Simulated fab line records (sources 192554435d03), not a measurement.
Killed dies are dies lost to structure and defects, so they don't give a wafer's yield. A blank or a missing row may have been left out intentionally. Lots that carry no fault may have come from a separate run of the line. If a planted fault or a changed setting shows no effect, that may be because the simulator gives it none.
Chamber matching	flow n5 finfet	N5_BEOL_M0_SAQP_SPACER2_ALD_26 on ald sin-02: 4 sister chambers
The step deposits SiO2, target thk 15 nm, pulse time 1 s, purge time 2 s. 16 wafers are shown with their chamber, then 8 later ones without.

## WAFERS PAIRED WITH THEIR CHAMBERS
wafer	chamber	heater power w (W)	precursor pulse height rel
L074.1	0	548	0.997
L074.3	1	470	0.974
L074.5	0	540	0.997
L083.1	1	471	1.015
L083.2	3	406	0.990
L083.5	1	476	1.021
L084.1	2	389	0.968
L084.3	0	535	0.976
L084.4	1	462	1.037
L086.1	1	466	0.999
L086.3	3	412	1.025
L086.5	3	413	1.022
L088.3	3	399	0.996
L088.5	1	465	1.046
L088.6	0	530	0.979
L091.1	2	401	0.982

SIGNATURES (means of the wafers above)
reading	chamber 0	chamber 1	chamber 2	chamber 3	scatter within a chamber
heater power w	538.25	468.33	395.00	407.50	6.45
precursor pulse height rel	0.98725	1.01533	0.97500	1.00825	0.0201
Rule: a wafer lies at a distance from a chamber equal to the root of the sum of squares, over the readings, of (its reading less the chamber's mean, divided by the reading's scatter). The wafer belongs to the nearest chamber; if the next one is less than 2 further off, it can't be placed. How the scatter is found: for the shown wafers, subtract from each reading the mean of its chamber, square and add these, divide the total by (wafers less chambers), then take the root.

## WAFERS WITH NO CHAMBER GIVEN
wafer	heater power w (W)	precursor pulse height rel
L091.2	409	1.029
L091.6	402	1.018
L092.1	388	0.980
L092.2	542	0.989
L092.3	469	0.976
L093.1	406	0.980
L093.2	466	1.019
L093.3	552	1.015

## WHICH CHAMBER EACH WENT THROUGH
wafer	from the rows above	in truth
L091.2	3	3
L091.6	can't be placed: 3 or 2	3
L092.1	2	2
L092.2	0	0
L092.3	1	1
L093.1	can't be placed: 3 or 2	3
L093.2	1	1
L093.3	0	0
Placed correctly: 6 of 8. Not placeable from these rows: 2 (in 2, the candidates include the true chamber). Placed wrongly: 0.
